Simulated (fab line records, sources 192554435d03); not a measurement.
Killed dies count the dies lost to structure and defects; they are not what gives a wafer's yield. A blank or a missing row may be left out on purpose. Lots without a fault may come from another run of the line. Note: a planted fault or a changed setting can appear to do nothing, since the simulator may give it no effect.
Lot-split experiment | flow n5Finfet | 7 lots, 39 wafers read, on a route of 1938 steps

== ON THE SPLIT ==
At N5_MOL_CONTACT_COAG_ETCHBACK_136 (etches SiO2 in CHF3, target depth 25 nm, time 16.7 s), the setting targetDepthA was moved away from the recipe's 250 angstrom on 12 of the 39 wafers read, by -48.4% to -18.3%. All remaining wafers had this setting at the recipe value.

== FROM THE SPLIT TO THE READING: what the file shows between them, 2 steps ==
- N5_MOL_CONTACT_COAG_STRIP_120: strips in CHF3
- N5_MOL_CONTACT_COAG_VIA_ETCH_117: etches SiO2 in C4F6/O2, target depth 40 nm, overetch 8 nm, time 26 s

== THE READING ==
oesProductAu, in a.u., at N5_MOL_CONTACT_COAG_ETCH_124 (etches SiNx in CH3F/O2, stops on SiOC, target depth 6.5 nm). Fault-free wafers of this fab line usually give 0.67 a.u., standard deviation 0.059 a.u.

wafer  | tool, chamber at the split | targetDepthA as run, angstrom | against the recipe | oesProductAu, a.u. | against lot-mates on the recipe
L075.1 | rieDiel-01, 1              | 250                           | recipe             | 0.67               | -
L075.3 | rieDiel-01, 2              | 250                           | recipe             | 0.61               | -
L075.5 | rieDiel-01, 1              | 250                           | recipe             | 0.67               | -
L077.1 | rieDiel-01, 3              | 250                           | recipe             | 0.79               | -
L077.2 | rieDiel-01, 2              | 199.8                         | -20.1%             | 0.56               | -0.19
L077.3 | rieDiel-01, 1,3            | 250                           | recipe             | 0.66               | -
L077.4 | rieDiel-01, 2              | 199.8                         | -20.1%             | 0.57               | -0.18
L077.5 | rieDiel-01, 1,3            | 250                           | recipe             | 0.79               | -
L077.6 | rieDiel-01, 1              | 199.8                         | -20.1%             | 0.67               | -0.08
L078.1 | rieDiel-01, 0,3,2          | 204.3                         | -18.3%             | 0.75               | +0.07
L078.2 | rieDiel-01, 0,3,2          | 204.3                         | -18.3%             | 0.78               | +0.10
L078.3 | rieDiel-01, 2              | 250                           | recipe             | 0.60               | -
L078.4 | rieDiel-01, 1,3            | 250                           | recipe             | 0.66               | -
L078.5 | rieDiel-01, 1,3            | 250                           | recipe             | 0.79               | -
L078.6 | rieDiel-01, 0,3,2          | 204.3                         | -18.3%             | 0.59               | -0.09
L085.1 | rieDiel-06, 0,2,2          | 250                           | recipe             | 0.71               | -
L085.2 | rieDiel-06, 1,3,1          | 250                           | recipe             | 0.61               | -
L085.3 | rieDiel-06, 0,2,2          | 250                           | recipe             | 0.71               | -
L085.4 | rieDiel-06, 1,3,1          | 250                           | recipe             | 0.62               | -
L085.5 | rieDiel-06, 1,3,1          | 250                           | recipe             | 0.61               | -
L085.6 | rieDiel-06, 0,2,2          | 250                           | recipe             | 0.70               | -
L094.1 | rieDiel-03, 1              | 250                           | recipe             | 0.65               | -
L094.2 | rieDiel-03, 0,3            | 250                           | recipe             | 0.78               | -
L094.3 | rieDiel-03, 3,2,2          | 250                           | recipe             | 0.61               | -
L094.4 | rieDiel-03, 3,2,2          | 250                           | recipe             | 0.61               | -
L094.5 | rieDiel-03, 3,2,2          | 250                           | recipe             | 0.61               | -
L094.6 | rieDiel-03, 0,3            | 250                           | recipe             | 0.62               | -
L095.1 | rieDiel-03, 3              | 129.1                         | -48.4%             | 0.27               | -0.40
L095.2 | rieDiel-03, 2              | 250                           | recipe             | 0.60               | -
L095.3 | rieDiel-03, 1              | 250                           | recipe             | 0.64               | -
L095.4 | rieDiel-03, 0              | 250                           | recipe             | 0.77               | -
L095.5 | rieDiel-03, 2              | 129.1                         | -48.4%             | 0.26               | -0.41
L095.6 | rieDiel-03, 3              | 129.1                         | -48.4%             | 0.27               | -0.40
L096.1 | rieDiel-01, 3,1            | 129.8                         | -48.1%             | 0.32               | -0.36
L096.2 | rieDiel-01, 0              | 250                           | recipe             | 0.71               | -
L096.3 | rieDiel-01, 1,0            | 250                           | recipe             | 0.63               | -
L096.4 | rieDiel-01, 3,1            | 129.8                         | -48.1%             | 0.28               | -0.40
L096.5 | rieDiel-01, 3              | 129.8                         | -48.1%             | 0.32               | -0.36
L096.6 | rieDiel-01, 1,0            | 250                           | recipe             | 0.71               | -
The file does not say which wafer passed through which chamber wherever a row lists several chambers: such a row stands for several wafers.

THE FIT
A straight line over all 39 wafers: oesProductAu changes by +0.00742 a.u. for each +1% of targetDepthA; r = +0.85; the points scatter about the line by 0.081 a.u.
The same after taking each lot's own level away (the mean of its wafers on the recipe; 39 wafers): +0.00771 a.u. for each +1%; r = +0.88; scatter 0.073 a.u.
The reading moves by 0.37 a.u. for the largest change in targetDepthA, on that fit.
The lots' own levels span 0.647 to 0.747 a.u., that is 1.7 times the standard deviation above.
Consequently the slope shifts little with the lot-to-lot level, the two slopes agreeing.
Check: -0.356 a.u. against its lot-mates is what the line predicts for one of the wafers moved furthest among these (-48.4%) when that wafer is left out of the fit. It came out at -0.4 a.u. against them.

== THE WHOLE CHAIN: every reading that the file lists as answering this split, in the file's order ==
step                             | what it does                                                         | reading                                                                                | change (the file's fit)                   | r (the file's)
N5_MOL_CONTACT_COAG_ETCHBACK_136 | etches SiO2 in CHF3, target depth 25 nm, time 16.7 s                 | SOC_of_MOL_CONTACT_COAG_COAT_62.thkNm (the simulator's own value, which no gauge read) | -0.0277 nm for each +1% of the setting    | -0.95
N5_MOL_CONTACT_COAG_VIA_ETCH_117 | etches SiO2 in C4F6/O2, target depth 40 nm, overetch 8 nm, time 26 s | MOL_CONTACT_COAG.featureDepthNm (the simulator's own value, which no gauge read)       | -0.153 nm for each +1% of the setting     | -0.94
N5_MOL_CONTACT_COAG_VIA_ETCH_117 | etches SiO2 in C4F6/O2, target depth 40 nm, overetch 8 nm, time 26 s | etch.depthNm (the simulator's own value, which no gauge read)                          | -0.152 nm for each +1% of the setting     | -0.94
N5_MOL_CONTACT_COAG_VIA_ETCH_117 | etches SiO2 in C4F6/O2, target depth 40 nm, overetch 8 nm, time 26 s | SOC_of_MOL_CONTACT_COAG_COAT_62.thkNm (the simulator's own value, which no gauge read) | -0.0291 nm for each +1% of the setting    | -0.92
N5_MOL_CONTACT_COAG_ETCH_124     | etches SiNx in CH3F/O2, stops on SiOC, target depth 6.5 nm           | oesProductAu                                                                           | +0.00744 a.u. for each +1% of the setting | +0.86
N5_MOL_CONTACT_COAG_ETCH_124     | etches SiNx in CH3F/O2, stops on SiOC, target depth 6.5 nm           | SOC_of_MOL_CONTACT_COAG_COAT_62.thkNm (the simulator's own value, which no gauge read) | -0.0303 nm for each +1% of the setting    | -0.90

== FILE'S OWN FIT ==
oesProductAu changes by +0.00744 a.u. for each +1% of targetDepthA, r = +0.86.
